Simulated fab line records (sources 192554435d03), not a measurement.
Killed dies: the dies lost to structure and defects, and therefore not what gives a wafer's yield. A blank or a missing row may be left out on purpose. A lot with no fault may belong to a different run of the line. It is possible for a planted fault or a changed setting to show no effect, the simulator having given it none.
Lot-split experiment / flow n5_finfet / 21 wafers read across 7 lots, on a route 1938 steps long

## SPLIT DETAILS
At N5_SDB_CUT_ETCH_26 (etches Si in HBr/Cl2/O2, target depth 129.6 nm, bt time 20 s, time 51.8 s), the setting icp_w was moved away from the recipe's 800 W on 5 of the 21 wafers read, by -13.4% to +17.6%. The other wafers ran this setting at the recipe's value.

The reading is taken at the split's own step.

## THE READING
etch.depth_nm (the simulator's own value, which no gauge read), in nm, at N5_SDB_CUT_ETCH_26 (etches Si in HBr/Cl2/O2, target depth 129.6 nm, bt time 20 s, time 51.8 s). The file does not state a usual value for it. Average 129.9 nm, standard deviation 1.4 nm, over the 16 wafers here run with the recipe.

wafer=L078.3; tool, chamber at the split=rie_si-06, 0; icp_w as run, W=941; against the recipe=+17.6%; etch.depth_nm, nm=140.8; against lot-mates on the recipe=+9.5
wafer=L078.5; tool, chamber at the split=rie_si-06, 1; icp_w as run, W=941; against the recipe=+17.6%; etch.depth_nm, nm=140.4; against lot-mates on the recipe=+9.1
wafer=L078.6; tool, chamber at the split=rie_si-06, 0; icp_w as run, W=800; against the recipe=recipe; etch.depth_nm, nm=131.3; against lot-mates on the recipe=-
wafer=L081.1; tool, chamber at the split=rie_si-03, 3; icp_w as run, W=693.1; against the recipe=-13.4%; etch.depth_nm, nm=122; against lot-mates on the recipe=-6.7
wafer=L081.2; tool, chamber at the split=rie_si-03, 0; icp_w as run, W=800; against the recipe=recipe; etch.depth_nm, nm=128.3; against lot-mates on the recipe=-
wafer=L081.4; tool, chamber at the split=rie_si-03, 2; icp_w as run, W=800; against the recipe=recipe; etch.depth_nm, nm=129.1; against lot-mates on the recipe=-
wafer=L082.1; tool, chamber at the split=rie_si-02, 3; icp_w as run, W=800; against the recipe=recipe; etch.depth_nm, nm=127.2; against lot-mates on the recipe=-
wafer=L082.3; tool, chamber at the split=rie_si-02, 0; icp_w as run, W=800; against the recipe=recipe; etch.depth_nm, nm=131.3; against lot-mates on the recipe=-
wafer=L082.6; tool, chamber at the split=rie_si-02, 1; icp_w as run, W=800; against the recipe=recipe; etch.depth_nm, nm=128; against lot-mates on the recipe=-
wafer=L083.2; tool, chamber at the split=rie_si-03, 3; icp_w as run, W=800; against the recipe=recipe; etch.depth_nm, nm=129.9; against lot-mates on the recipe=-
wafer=L083.5; tool, chamber at the split=rie_si-03, 0; icp_w as run, W=800; against the recipe=recipe; etch.depth_nm, nm=128.8; against lot-mates on the recipe=-
wafer=L083.6; tool, chamber at the split=rie_si-03, 3; icp_w as run, W=800; against the recipe=recipe; etch.depth_nm, nm=130; against lot-mates on the recipe=-
wafer=L084.1; tool, chamber at the split=rie_si-02, 2; icp_w as run, W=800; against the recipe=recipe; etch.depth_nm, nm=131.2; against lot-mates on the recipe=-
wafer=L084.3; tool, chamber at the split=rie_si-02, 1; icp_w as run, W=873.9; against the recipe=+9.2%; etch.depth_nm, nm=135.2; against lot-mates on the recipe=+3.1
wafer=L084.5; tool, chamber at the split=rie_si-02, 0; icp_w as run, W=800; against the recipe=recipe; etch.depth_nm, nm=132.9; against lot-mates on the recipe=-
wafer=L096.2; tool, chamber at the split=rie_si-03, 3; icp_w as run, W=800; against the recipe=recipe; etch.depth_nm, nm=131.1; against lot-mates on the recipe=-
wafer=L096.3; tool, chamber at the split=rie_si-03, 1; icp_w as run, W=800; against the recipe=recipe; etch.depth_nm, nm=129; against lot-mates on the recipe=-
wafer=L096.6; tool, chamber at the split=rie_si-03, 3; icp_w as run, W=800; against the recipe=recipe; etch.depth_nm, nm=130.2; against lot-mates on the recipe=-
wafer=L097.2; tool, chamber at the split=rie_si-03, 1; icp_w as run, W=800; against the recipe=recipe; etch.depth_nm, nm=130.3; against lot-mates on the recipe=-
wafer=L097.3; tool, chamber at the split=rie_si-03, 2; icp_w as run, W=733.8; against the recipe=-8.3%; etch.depth_nm, nm=123.5; against lot-mates on the recipe=-6.9
wafer=L097.4; tool, chamber at the split=rie_si-03, 0; icp_w as run, W=800; against the recipe=recipe; etch.depth_nm, nm=130.6; against lot-mates on the recipe=-

THE FIT
A straight line over all 21 wafers: etch.depth_nm changes by +0.614 nm for each +1% of icp_w; r = +0.95; the points scatter about the line by 1.4 nm.
The same after taking each lot's own level away (the mean of its wafers on the recipe; 21 wafers): +0.533 nm for each +1%; r = +0.96; scatter 1.1 nm.
On that fit, the largest move of icp_w shifts the reading by 9.4 nm.
From 128.70 to 132.05 nm: that is the span of the lots' own levels, equal to 2.3 times the standard deviation above.
So the lot-to-lot level changes the slope: the two fits differ.
Check: for one of the wafers moved furthest among these (+17.6%), held out of the fit, the line's prediction against its lot-mates is +9.05 nm. Against them it came out at +9.5 nm.

## ADDITIONAL SPLITS CARRIED BY THESE WAFERS
These wafers also went through other splits before the reading. Each is held against what the fit with the lots' levels taken away leaves over:
other split on the same wafers=N5_DUMMY_GATE_EXPOSE_12 dose_mj; wafers away from the commonest value=7; r with etch.depth_nm (lot level and that fit taken away)=-0.11
other split on the same wafers=N5_SD_EPI_N_EPI_21 temp_c; wafers away from the commonest value=8; r with etch.depth_nm (lot level and that fit taken away)=-0.08

## THE WHOLE CHAIN: every reading that the file lists as answering this split, in the file's order
step=N5_SDB_CUT_ETCH_26; what it does=etches Si in HBr/Cl2/O2, target depth 129.6 nm, bt time 20 s, time 51.8 s; reading=SDB.feature_depth_nm (the simulator's own value, which no gauge read); change (the file's fit)=+0.53 nm for each +1% of the setting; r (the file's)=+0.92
step=N5_SDB_CUT_ETCH_26; what it does=etches Si in HBr/Cl2/O2, target depth 129.6 nm, bt time 20 s, time 51.8 s; reading=etch.depth_nm (the simulator's own value, which no gauge read); change (the file's fit)=+0.529 nm for each +1% of the setting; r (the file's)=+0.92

## THE FILE'S OWN FIT
etch.depth_nm changes by +0.529 nm for each +1% of icp_w, r = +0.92.
